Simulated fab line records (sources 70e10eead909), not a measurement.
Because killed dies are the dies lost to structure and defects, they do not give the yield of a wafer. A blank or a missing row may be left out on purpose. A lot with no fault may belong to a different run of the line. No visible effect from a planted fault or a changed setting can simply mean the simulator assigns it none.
fab line records	flow nandHarc
[record] lots = 24	wafers = 72	lastDay = 33
route steps=1302 shown A_CHANNEL_FILL_D1@492 A_DECK1_JOINT@543 A_ONON_D2@550 A_CHANNEL_HOLE_D2@583
lots that met no fault: from a run of the same line without faults
startH: hours from the record's first day to the start of the lot's first wafer shown	waitH: hours since the lot's step before	" identical to the entry in the row above	L1.1+2: a single row standing in for several wafers	- no value present, or no start provided	* or withheld: withheld	< > ~ a bound
route shown NAME@n: names a module that has steps shown in the file, with the first one's number in the route	usual: mean/standard deviation taken from wafers without a fault	same: alike in all rows	chamber/n: place in a boat	sites: readings site by site	_std_site: standard deviation across them	_edge_site: inner sites' mean taken away from outer sites' mean	radiusMm: for every site, how far away it sits from the centre of the wafer	mask NAME#n: copy n	behind: the most recent tool/chamber to have shaped the wafer	hold: why the lot went on hold/how many hours it stayed there/how the hold came to an end	device: the transistor (n, p or np) that didn't switch	end of line: the route-end tests of the same wafers	where a step has no rows: the recipe by itself	killed: dies that structure and defects cost at the first sort, which is not the same as the wafer's yield	map: a wafer's dies, marking killed ones x, the rest . and places with no die _
set.NAME: the setting as run; set.NAME@STEP: as run at that earlier step	model.NAME: the simulator's own value behind a step, which no gauge read
the route's steps for a sample of lots (tables are steps, rows are wafers)
services: when a tool's chamber went out of use (startH, in hours from the record's first day, below 0 if earlier), for how many hours, and the reason
[[steps]]
[step NHARC_A_CHANNEL_FILL_D1_ALD_02]
[recipe] targetThkA = 60	pulseTimeS = 10	aldCycles = 60	tempC = 300	material = SiO2
[usual] heaterPowerW = 480/42	precursorPulseHeightRel = 1.003/0.022
lot.wafer	tool	chamber	startH	waitH	heaterPowerW	precursorPulseHeightRel
L074.1	aldHk-02	2	190.61	-	466	0.970
L074.2	"	0	"	"	490	0.994
L074.5	"	2	"	"	480	1.020
L075.2	aldHk-01	1	190.62	-	456	1.000
L075.4	"	3	"	"	527	0.926
L075.5	"	2	"	"	454	0.985
L076.3	aldHk-01	0	204.90	-	541	1.051
L076.4	"	2	"	"	466	0.994
L076.5	"	0	"	"	527	0.975
L077.2	aldHk-02	3	218.13	-	482	0.994
L077.3	"	0	"	"	490	1.015
L077.5	"	1	"	"	458	1.015
L078.2	aldHk-02	0	224.51	-	489	0.979
L078.1	"	1	"	"	459	0.970
L078.5	"	0	"	"	505	0.971
L079.3	aldHk-03	1	234.00	-	538	0.989
L079.1	"	2	"	"	474	0.995
L079.4	"	0	"	"	444	0.963
L080.3	aldHk-02	2	250.33	-	481	1.012
L080.5	"	1	"	"	471	1.017
L080.6	"	2	"	"	494	1.028
L081.1	aldHk-03	1	254.44	-	552	0.993
L081.2	"	2	"	"	453	1.000
L081.3	"	3	"	"	388	0.983
L082.3	aldHk-02	1	269.30	-	480	0.991
L082.4	"	0	"	"	503	1.017
L082.5	"	2	"	"	478	0.994
L083.4	aldHk-03	3	271.98	-	394	0.990
L083.2	"	1	"	"	568	1.022
L083.6	"	3	"	"	399	0.986
L084.2	aldHk-03	2	290.14	-	466	0.971
L084.4	"	3	"	"	404	1.036
L084.6	"	3	"	"	399	1.010
L085.4	aldHk-01	2	290.14	-	457	1.013
L085.5	"	1	"	"	442	1.017
L085.6	"	2	"	"	473	1.018
L086.4	aldHk-03	2	303.64	-	465	1.022
L086.3	"	3	"	"	393	1.006
L086.6	"	1	"	"	549	1.013
L087.2	aldHk-02	1	322.57	-	475	0.987
L087.6	"	1	"	"	479	1.037
L087.5	"	2	"	"	483	0.988
L089.1	aldHk-02	0	335.72	-	513	1.006
L089.3	"	2	"	"	483	1.005
L089.6	"	3	"	"	471	1.003
L088.4	aldHk-02	3	336.08	-	496	0.955
L088.1	"	0	"	"	488	1.012
L088.5	"	3	"	"	478	1.003
L090.4	aldHk-03	2	350.43	-	454	1.032
L090.3	"	3	"	"	401	0.981
L090.5	"	2	"	"	466	0.994
L091.3	aldHk-02	2	359.25	-	474	1.027
L091.2	"	3	"	"	473	1.051
L091.6	"	2	"	"	483	1.029
L092.1	aldHk-03	3	360.15	-	407	1.010
L092.3	"	2	"	"	473	0.983
L092.6	"	0	"	"	448	1.021
L093.4	aldHk-03	2	375.61	-	473	0.974
L093.3	"	3	"	"	402	0.973
L093.5	"	1	"	"	573	1.020
L094.2	aldHk-01	3	388.70	-	542	1.005
L094.1	"	1	"	"	437	0.988
L094.5	"	2	"	"	448	1.022
L095.3	aldHk-01	0	399.29	-	519	1.009
L095.2	"	1	"	"	454	0.973
L095.5	"	0	"	"	510	0.972
L097.3	aldHk-01	2	423.37	-	467	1.032
L097.4	"	1	"	"	457	0.996
L097.6	"	3	"	"	536	0.974
L096.3	aldHk-03	0	423.74	-	441	0.993
L096.6	"	2	"	"	466	1.000
L096.5	"	3	"	"	420	1.016
[step NHARC_A_DECK1_JOINT_THK_MEAS_17]
[recipe] thkMeasGauge = ellipsometry
[usual] thkNm = 45.2/1.3
lot.wafer	tool	chamber	startH	waitH	thkNm
L075.2	filmMetro-02	-	271.66	0.2	42.9
L075.4	"	-	"	"	46.2
L075.5	"	-	"	"	45.9
L074.1	filmMetro-02	-	271.83	0.2	46.7
L074.2	"	-	"	"	44.0
L074.5	"	-	"	"	45.9
L076.3	filmMetro-02	-	289.37	0.2	44.5
L076.4	"	-	"	"	46.2
L076.5	"	-	"	"	43.7
L077.2	filmMetro-02	-	302.36	0.2	44.9
L077.3	"	-	"	"	46.3
L077.5	"	-	"	"	45.6
L078.1	filmMetro-01	-	313.06	0.2	45.8
L078.2	"	-	"	"	45.5
L078.5	"	-	"	"	44.2
L079.1	filmMetro-01	-	318.39	0.2	44.1
L079.3	"	-	"	"	44.4
L079.4	"	-	"	"	44.8
L081.1	filmMetro-02	-	331.88	0.2	43.6
L081.2	"	-	"	"	43.5
L081.3	"	-	"	"	43.8
L080.3	filmMetro-01	-	331.89	0.3	44.1
L080.5	"	-	"	"	44.3
L080.6	"	-	"	"	44.8
L083.2	filmMetro-01	-	350.73	0.2	46.1
L083.4	"	-	"	"	46.0
L083.6	"	-	"	"	47.0
L082.3	filmMetro-02	-	350.75	0.2	44.6
L082.4	"	-	"	"	45.4
L082.5	"	-	"	"	44.0
L084.2	filmMetro-01	-	372.85	0.3	45.6
L084.4	"	-	"	"	45.6
L084.6	"	-	"	"	47.7
L085.4	filmMetro-02	-	372.87	0.1	47.2
L085.5	"	-	"	"	47.7
L085.6	"	-	"	"	46.1
L086.3	filmMetro-01	-	387.14	0.2	44.6
L086.4	"	-	"	"	46.4
L086.6	"	-	"	"	45.0
L087.2	filmMetro-01	-	412.85	0.2	43.5
L087.5	"	-	"	"	46.4
L087.6	"	-	"	"	46.9
L088.1	filmMetro-02	-	419.03	0.2	45.4
L088.4	"	-	"	"	44.8
L088.5	"	-	"	"	46.5
L089.1	filmMetro-01	-	419.03	0.3	43.9
L089.3	"	-	"	"	44.9
L089.6	"	-	"	"	45.2
L090.3	filmMetro-02	-	434.24	0.3	45.3
L090.4	"	-	"	"	45.9
L090.5	"	-	"	"	45.3
L092.1	filmMetro-01	-	442.31	0.2	44.3
L092.3	"	-	"	"	46.2
L092.6	"	-	"	"	47.2
L091.2	filmMetro-02	-	442.31	0.2	43.9
L091.3	"	-	"	"	43.9
L091.6	"	-	"	"	44.3
L093.3	filmMetro-02	-	463.79	0.3	46.2
L093.4	"	-	"	"	45.1
L093.5	"	-	"	"	46.1
L094.1	filmMetro-02	-	476.97	0.2	44.7
L094.2	"	-	"	"	42.9
L094.5	"	-	"	"	46.7
L095.2	filmMetro-02	-	486.95	0.2	45.2
L095.3	"	-	"	"	43.9
L095.5	"	-	"	"	46.7
L096.3	filmMetro-01	-	510.88	0.2	43.6
L096.5	"	-	"	"	45.3
L096.6	"	-	"	"	43.7
L097.3	filmMetro-02	-	510.91	0.2	45.3
L097.4	"	-	"	"	45.3
L097.6	"	-	"	"	45.5
[step NHARC_A_ONON_D2_THK_MEAS_08]
[recipe] thkMeasGauge = ellipsometry
[usual] thkNm = 998/9
lot.wafer	tool	chamber	startH	waitH	thkNm
L075.2	filmMetro-01	-	273.45	-	995
L075.4	"	-	"	"	996
L075.5	"	-	"	"	995
L074.1	filmMetro-02	-	273.67	-	1000
L074.2	"	-	"	"	1000
L074.5	"	-	"	"	1000
L076.3	filmMetro-02	-	291.12	-	988
L076.4	"	-	"	"	990
L076.5	"	-	"	"	989
L077.2	filmMetro-02	-	304.10	-	989
L077.3	"	-	"	"	989
L077.5	"	-	"	"	989
L078.1	filmMetro-01	-	314.80	-	999
L078.2	"	-	"	"	999
L078.5	"	-	"	"	998
L079.1	filmMetro-01	-	320.15	-	1004
L079.3	"	-	"	"	1005
L079.4	"	-	"	"	1006
L081.1	filmMetro-02	-	333.63	-	1003
L081.2	"	-	"	"	1002
L081.3	"	-	"	"	1003
L080.3	filmMetro-01	-	333.64	-	979
L080.5	"	-	"	"	978
L080.6	"	-	"	"	980
L083.2	filmMetro-02	-	352.48	-	1006
L083.4	"	-	"	"	1008
L083.6	"	-	"	"	1006
L082.3	filmMetro-01	-	352.49	-	986
L082.4	"	-	"	"	986
L082.5	"	-	"	"	989
L084.2	filmMetro-01	-	374.60	-	997
L084.4	"	-	"	"	999
L084.6	"	-	"	"	997
L085.4	filmMetro-01	-	374.62	-	1006
L085.5	"	-	"	"	1007
L085.6	"	-	"	"	1006
L086.3	filmMetro-02	-	388.88	-	1005
L086.4	"	-	"	"	1005
L086.6	"	-	"	"	1004
L087.2	filmMetro-01	-	414.60	-	985
L087.5	"	-	"	"	985
L087.6	"	-	"	"	986
L088.1	filmMetro-01	-	420.77	-	980
L088.4	"	-	"	"	980
L088.5	"	-	"	"	979
L089.1	filmMetro-02	-	420.78	-	1009
L089.3	"	-	"	"	1008
L089.6	"	-	"	"	1010
L090.3	filmMetro-02	-	435.99	-	1013
L090.4	"	-	"	"	1012
L090.5	"	-	"	"	1012
L092.1	filmMetro-01	-	444.05	-	995
L092.3	"	-	"	"	996
L092.6	"	-	"	"	994
L091.2	filmMetro-02	-	444.06	-	999
L091.3	"	-	"	"	998
L091.6	"	-	"	"	998
L093.3	filmMetro-01	-	465.53	-	1001
L093.4	"	-	"	"	1002
L093.5	"	-	"	"	1002
L094.1	filmMetro-02	-	478.72	-	1006
L094.2	"	-	"	"	1005
L094.5	"	-	"	"	1008
L095.2	filmMetro-02	-	488.70	-	993
L095.3	"	-	"	"	993
L095.5	"	-	"	"	994
L096.3	filmMetro-01	-	512.64	-	1008
L096.5	"	-	"	"	1009
L096.6	"	-	"	"	1010
L097.3	filmMetro-02	-	512.66	-	999
L097.4	"	-	"	"	997
L097.6	"	-	"	"	1000
[step NHARC_A_CHANNEL_HOLE_D2_OVL_MEAS_11]
[usual] overlayXNm = -0.1/0.74	overlayYNm = 0.0/0.66
lot.wafer	tool	chamber	startH	waitH	overlayXNm	overlayYNm
L075.2	overlay-01	-	288.22	-	0.0	-0.2
L075.4	"	-	"	"	0.2	0.0
L075.5	"	-	"	"	0.5	-0.2
L074.1	overlay-01	-	288.48	-	-1.1	0.2
L074.2	"	-	"	"	-1.2	0.6
L074.5	"	-	"	"	-1.2	0.3
L076.3	overlay-01	-	307.40	-	-1.6	-0.7
L076.4	"	-	"	"	-1.4	-0.1
L076.5	"	-	"	"	-1.5	-0.4
L077.2	overlay-02	-	322.07	-	0.2	-0.2
L077.3	"	-	"	"	0.3	-0.1
L077.5	"	-	"	"	1.1	0.1
L078.1	overlay-01	-	330.41	-	0.4	0.0
L078.2	"	-	"	"	-0.4	-0.1
L078.5	"	-	"	"	0.7	-0.4
L079.1	overlay-02	-	334.64	-	0.0	0.9
L079.3	"	-	"	"	0.1	0.8
L079.4	"	-	"	"	-0.1	0.0
L081.1	overlay-02	-	347.76	-	-0.3	-1.0
L081.2	"	-	"	"	0.2	-1.1
L081.3	"	-	"	"	-0.5	-1.1
L080.3	overlay-01	-	347.91	-	-0.2	1.8
L080.5	"	-	"	"	-0.5	0.9
L080.6	"	-	"	"	0.0	0.5
L083.2	overlay-01	-	370.22	-	1.3	-0.2
L083.4	"	-	"	"	0.4	0.2
L083.6	"	-	"	"	0.5	-0.1
L082.3	overlay-02	-	370.38	-	-0.5	-0.2
L082.4	"	-	"	"	-0.4	0.1
L082.5	"	-	"	"	-0.3	0.3
L084.2	overlay-01	-	392.22	-	-0.6	-0.5
L084.4	"	-	"	"	-0.8	-0.4
L084.6	"	-	"	"	-1.8	-0.8
L085.4	overlay-02	-	393.57	-	-0.2	0.4
L085.5	"	-	"	"	0.3	0.1
L085.6	"	-	"	"	0.3	0.3
L086.3	overlay-02	-	406.59	-	0.1	-0.5
L086.4	"	-	"	"	0.1	-0.2
L086.6	"	-	"	"	0.5	-0.5
L087.2	overlay-01	-	428.70	-	-0.3	-0.3
L087.5	"	-	"	"	0.0	-0.3
L087.6	"	-	"	"	0.0	0.2
L088.1	overlay-01	-	439.01	-	-1.0	-0.9
L088.4	"	-	"	"	-0.7	-0.5
L088.5	"	-	"	"	-1.0	-0.4
L089.1	overlay-01	-	440.90	-	0.1	0.3
L089.3	"	-	"	"	-0.3	0.1
L089.6	"	-	"	"	-0.5	0.4
L090.3	overlay-01	-	453.81	-	0.8	-0.7
L090.4	"	-	"	"	2.1	-0.8
L090.5	"	-	"	"	1.7	-0.1
L091.2	overlay-01	-	459.00	-	0.7	-0.1
L091.3	"	-	"	"	0.0	-0.6
L091.6	"	-	"	"	0.2	-0.7
L092.1	overlay-01	-	460.57	-	0.9	0.3
L092.3	"	-	"	"	0.1	-0.2
L092.6	"	-	"	"	0.6	0.3
L093.3	overlay-01	-	480.00	-	1.0	0.9
L093.4	"	-	"	"	0.7	1.2
L093.5	"	-	"	"	0.5	1.2
L094.1	overlay-02	-	495.20	-	-0.4	-1.0
L094.2	"	-	"	"	-0.4	-1.4
L094.5	"	-	"	"	-0.6	-1.3
L095.2	overlay-01	-	504.12	-	-0.6	1.0
L095.3	"	-	"	"	-0.4	0.1
L095.5	"	-	"	"	-0.3	0.7
L097.3	overlay-01	-	528.28	-	-1.3	1.3
L097.4	"	-	"	"	-0.4	1.1
L097.6	"	-	"	"	-0.8	1.5
L096.3	overlay-02	-	528.78	-	0.6	-1.0
L096.5	"	-	"	"	0.7	-0.3
L096.6	"	-	"	"	0.4	-0.5
[step NHARC_A_CHANNEL_HOLE_D2_ETCH_21]
[recipe] biasV = 3000	sourceW = withheld	pressureMtorr = 20	timeS = 514.3	arFlowSccm = 375	c4f8FlowSccm = 89.3	o2FlowSccm = 35.7	tempC = -20	targetDepthA = 16000	chemistry = C4F8/O2/Ar
[usual] drypumpMotorCurrentA = 5.5/0.44	showerheadPlenumPTorr = 3.67/0.12	throttleValvePct = 32.154/0.0086
lot.wafer	tool	chamber	startH	waitH	drypumpMotorCurrentA	rfHoursCounterH	showerheadPlenumPTorr	throttleValvePct
L075.2	harEtch-02	1	290.00	0.3	5.5	364	3.73	32.155
L075.4	"	0	"	"	5.6	-	3.55	32.158
L075.5	"	0	"	"	5.6	-	3.55	32.159
L074.1	harEtch-01	1	290.19	0.3	6.1	156	3.59	32.166
L074.2	"	0	"	"	4.8	156	3.70	32.157
L074.5	"	0	"	"	4.8	-	3.70	32.158
L076.3	harEtch-02	0	309.25	0.3	5.6	-	3.55	32.141
L076.4	"	1	"	"	5.5	-	3.72	32.157
L076.5	"	1	"	"	5.5	-	3.72	32.158
L077.2	harEtch-01	1	323.84	0.3	6.0	171	3.58	32.155
L077.3	"	1	"	"	6.1	-	3.58	32.140
L077.5	"	0	"	"	4.8	-	3.69	32.150
L078.2	harEtch-01	1	334.32	0.3	6.0	179	3.58	32.152
L078.1	"	0	"	"	4.8	179	3.68	32.155
L078.5	"	1	"	"	6.1	-	3.58	32.144
L079.1	harEtch-02	0	338.04	0.3	5.5	376	3.54	32.139
L079.3	"	1	"	"	5.5	-	3.71	32.158
L079.4	"	0	"	"	5.6	-	3.54	32.157
L081.1	harEtch-02	0	349.45	0.3	5.5	384	3.53	32.159
L081.2	"	1	"	"	5.5	398	3.71	32.152
L081.3	"	1	"	"	5.5	-	3.71	32.155
L080.3	harEtch-01	1	350.75	0.3	6.0	-	3.57	32.167
L080.5	"	0	"	"	4.8	-	3.68	32.158
L080.6	"	1	"	"	6.0	-	3.57	32.168
L083.2	harEtch-01	0	371.92	0.3	4.8	202	3.67	32.151
L083.4	"	1	"	"	6.1	-	3.56	32.155
L083.6	"	0	"	"	4.8	-	3.67	32.168
L082.3	harEtch-02	1	374.29	0.3	5.5	-	3.70	32.162
L082.4	"	0	"	"	5.6	-	3.53	32.166
L082.5	"	1	"	"	5.5	-	3.70	32.144
L084.2	harEtch-02	0	395.36	0.3	5.6	0	3.93	32.143
L084.4	"	0	"	"	5.6	-	3.93	32.158
L084.6	"	0	"	"	5.6	-	3.93	32.128
L085.4	harEtch-01	0	397.84	0.3	4.8	-	3.66	32.152
L085.6	"	0	"	"	4.8	-	3.66	32.165
L085.5	"	1	"	"	6.0	-	3.55	32.162
L086.4	harEtch-02	0	408.45	0.3	5.6	-	3.93	32.165
L086.3	"	1	"	"	5.4	-	3.70	32.159
L086.6	"	0	"	"	5.6	-	3.93	32.156
L087.2	harEtch-02	0	430.40	0.3	5.6	16	3.92	32.175
L087.5	"	0	"	"	5.6	-	3.92	32.136
L087.6	"	1	"	"	5.5	-	3.69	32.157
L088.1	harEtch-02	0	442.41	0.3	5.6	23	3.92	32.154
L088.4	"	1	"	"	5.5	-	3.69	32.159
L088.5	"	1	"	"	5.5	-	3.69	32.155
L089.1	harEtch-01	1	442.64	0.3	6.0	243	3.54	32.172
L089.3	"	1	"	"	6.0	-	3.54	32.150
L089.6	"	0	"	"	4.8	-	3.65	32.151
L090.4	harEtch-02	0	456.09	0.3	5.6	-	3.91	32.162
L090.3	"	1	"	"	5.5	-	3.68	32.153
L090.5	"	0	"	"	5.6	-	3.91	32.172
L091.2	harEtch-01	1	460.77	0.3	6.0	255	3.54	32.167
L091.3	"	0	"	"	4.8	-	3.64	32.158
L091.6	"	0	"	"	4.8	-	3.64	32.144
L092.1	harEtch-01	1	464.87	0.3	6.0	259	3.53	32.147
L092.3	"	1	"	"	6.0	-	3.53	32.152
L092.6	"	0	"	"	4.8	-	3.64	32.155
L093.4	harEtch-01	0	481.85	0.3	4.8	-	3.64	32.145
L093.3	"	1	"	"	6.0	-	3.53	32.152
L093.5	"	1	"	"	6.0	-	3.53	32.149
L094.2	harEtch-01	1	496.91	0.3	6.0	277	3.52	32.144
L094.1	"	0	"	"	4.8	277	3.63	32.160
L094.5	"	0	"	"	4.8	-	3.63	32.165
L095.2	harEtch-02	0	507.12	0.3	5.6	66	3.90	32.150
L095.3	"	1	"	"	5.5	-	3.66	32.160
L095.5	"	1	"	"	5.5	-	3.66	32.139
L097.4	harEtch-02	1	530.13	0.3	5.5	-	3.66	32.163
L097.3	"	0	"	"	5.6	-	3.89	32.158
L097.6	"	1	"	"	5.5	-	3.66	32.155
L096.3	harEtch-01	0	531.75	0.3	4.8	-	3.62	32.157
L096.6	"	1	"	"	6.0	-	3.51	32.152
L096.5	"	0	"	"	4.8	-	3.62	32.157
[step NHARC_A_CHANNEL_HOLE_D2_ETCH_27]
[recipe] biasV = 400	sourceW = 2000	pressureMtorr = 25	timeS = 90	arFlowSccm = 375	c4f8FlowSccm = 41.7	o2FlowSccm = 83.3	tempC = -20	targetDepthA = 4000	chemistry = C4F8/O2/Ar
[usual] drypumpMotorCurrentA = 5.5/0.44	showerheadPlenumPTorr = 3.70/0.13	throttleValvePct = 27.620/0.0081
lot.wafer	tool	chamber	startH	waitH	drypumpMotorCurrentA	rfHoursCounterH	showerheadPlenumPTorr	throttleValvePct
L075.2	harEtch-02	1	293.53	0.2	5.5	367	3.77	27.623
L075.4	"	0	"	"	5.6	-	3.58	27.626
L075.5	"	0	"	"	5.6	-	3.58	27.622
L074.1	harEtch-01	1	293.76	0.2	6.0	160	3.62	27.607
L074.2	"	0	"	"	4.8	160	3.74	27.627
L074.5	"	0	"	"	4.8	-	3.73	27.628
L076.3	harEtch-02	0	312.74	0.2	5.5	-	3.58	27.625
L076.4	"	1	"	"	5.5	-	3.76	27.630
L076.5	"	1	"	"	5.5	-	3.76	27.613
L077.2	harEtch-01	1	327.34	0.2	6.0	175	3.62	27.627
L077.3	"	1	"	"	6.0	-	3.61	27.609
L077.5	"	0	"	"	4.8	-	3.73	27.606
L078.2	harEtch-01	1	337.86	0.2	6.0	182	3.61	27.620
L078.1	"	0	"	"	4.8	182	3.72	27.626
L078.5	"	1	"	"	6.0	-	3.61	27.619
L079.1	harEtch-02	0	341.56	0.2	5.5	379	3.57	27.615
L079.3	"	1	"	"	5.5	-	3.75	27.621
L079.4	"	0	"	"	5.5	-	3.57	27.623
L081.1	harEtch-02	0	353.00	0.2	5.6	387	3.57	27.639
L081.2	"	1	"	"	5.5	402	3.75	27.612
L081.3	"	1	"	"	5.5	-	3.75	27.605
L080.3	harEtch-01	1	354.18	0.2	6.1	-	3.60	27.628
L080.5	"	0	"	"	4.8	-	3.72	27.627
L080.6	"	1	"	"	6.0	-	3.60	27.626
L083.2	harEtch-01	0	375.48	0.2	4.8	205	3.71	27.644
L083.4	"	1	"	"	6.0	-	3.60	27.622
L083.6	"	0	"	"	4.8	-	3.71	27.623
L082.3	harEtch-02	1	377.74	0.2	5.5	-	3.74	27.621
L082.4	"	0	"	"	5.6	-	3.56	27.613
L082.5	"	1	"	"	5.5	-	3.74	27.624
L084.2	harEtch-02	0	398.88	0.2	5.5	4	3.98	27.618
L084.4	"	0	"	"	5.5	-	3.98	27.626
L084.6	"	0	"	"	5.6	-	3.98	27.620
L085.4	harEtch-01	0	401.32	0.2	4.8	-	3.70	27.621
L085.6	"	0	"	"	4.8	-	3.70	27.608
L085.5	"	1	"	"	6.1	-	3.59	27.623
L086.4	harEtch-02	0	411.91	0.2	5.5	-	3.98	27.598
L086.3	"	1	"	"	5.5	-	3.74	27.617
L086.6	"	0	"	"	5.6	-	3.98	27.609
L087.2	harEtch-02	0	433.96	0.2	5.6	19	3.97	27.623
L087.5	"	0	"	"	5.6	-	3.97	27.625
L087.6	"	1	"	"	5.5	-	3.73	27.610
L088.1	harEtch-02	0	445.88	0.2	5.6	27	3.97	27.629
L088.4	"	1	"	"	5.5	-	3.72	27.615
L088.5	"	1	"	"	5.5	-	3.72	27.609
L089.1	harEtch-01	1	446.19	0.2	6.0	247	3.58	27.619
L089.3	"	1	"	"	6.0	-	3.58	27.616
L089.6	"	0	"	"	4.8	-	3.69	27.620
L090.4	harEtch-02	0	459.55	0.2	5.6	-	3.96	27.608
L090.3	"	1	"	"	5.5	-	3.72	27.623
L090.5	"	0	"	"	5.6	-	3.96	27.621
L091.2	harEtch-01	1	464.29	0.2	6.1	258	3.57	27.623
L091.3	"	0	"	"	4.8	-	3.68	27.623
L091.6	"	0	"	"	4.8	-	3.68	27.627
L092.1	harEtch-01	1	468.44	0.2	6.0	262	3.57	27.607
L092.3	"	1	"	"	6.0	-	3.57	27.619
L092.6	"	0	"	"	4.8	-	3.68	27.604
L093.4	harEtch-01	0	485.32	0.2	4.8	-	3.67	27.621
L093.3	"	1	"	"	6.0	-	3.56	27.617
L093.5	"	1	"	"	6.1	-	3.56	27.625
L094.2	harEtch-01	1	500.46	0.2	6.0	281	3.56	27.619
L094.1	"	0	"	"	4.8	281	3.67	27.605
L094.5	"	0	"	"	4.8	-	3.67	27.624
L095.2	harEtch-02	0	510.61	0.2	5.6	69	3.94	27.624
L095.3	"	1	"	"	5.4	-	3.70	27.624
L095.5	"	1	"	"	5.5	-	3.70	27.618
L097.4	harEtch-02	1	533.62	0.2	5.5	-	3.69	27.630
L097.3	"	0	"	"	5.6	-	3.93	27.631
L097.6	"	1	"	"	5.5	-	3.69	27.631
L096.3	harEtch-01	0	535.16	0.2	4.8	-	3.66	27.637
L096.6	"	1	"	"	6.0	-	3.55	27.622
L096.5	"	0	"	"	4.8	-	3.66	27.630
[[services]]
tool	chamber	startH	hours	kind
aldHk-02	-	170.72	10.0	pm
aldHk-02	0	170.72	10.0	ventCycle
aldHk-02	1	170.72	10.0	ventCycle
aldHk-02	2	170.72	10.0	ventCycle
aldHk-02	3	170.72	10.0	ventCycle
aldHk-02	0	180.72	-	clean
aldHk-02	1	180.72	-	clean
harEtch-02	0	190.36	-	consumableReplace:focusRing
harEtch-02	0	190.36	17.0	scheduledDown
harEtch-02	0	190.36	17.0	ventCycle
aldHk-03	-	216.66	10.0	pm
aldHk-01	-	301.55	10.0	pm
aldHk-02	-	348.72	10.0	pm
harEtch-02	-	377.87	17.0	pm
harEtch-02	0	377.87	17.0	ventCycle
harEtch-02	1	377.87	17.0	ventCycle
aldHk-03	-	394.66	10.0	pm
harEtch-02	0	394.87	-	clean
harEtch-02	0	394.87	-	consumableReplace:esc
harEtch-02	0	394.87	-	consumableReplace:focusRing
harEtch-02	0	394.87	-	consumableReplace:showerhead
harEtch-02	1	394.87	-	clean
harEtch-02	1	394.87	-	consumableReplace:focusRing
aldHk-01	-	479.55	10.0	pm
[[key]]
fault none
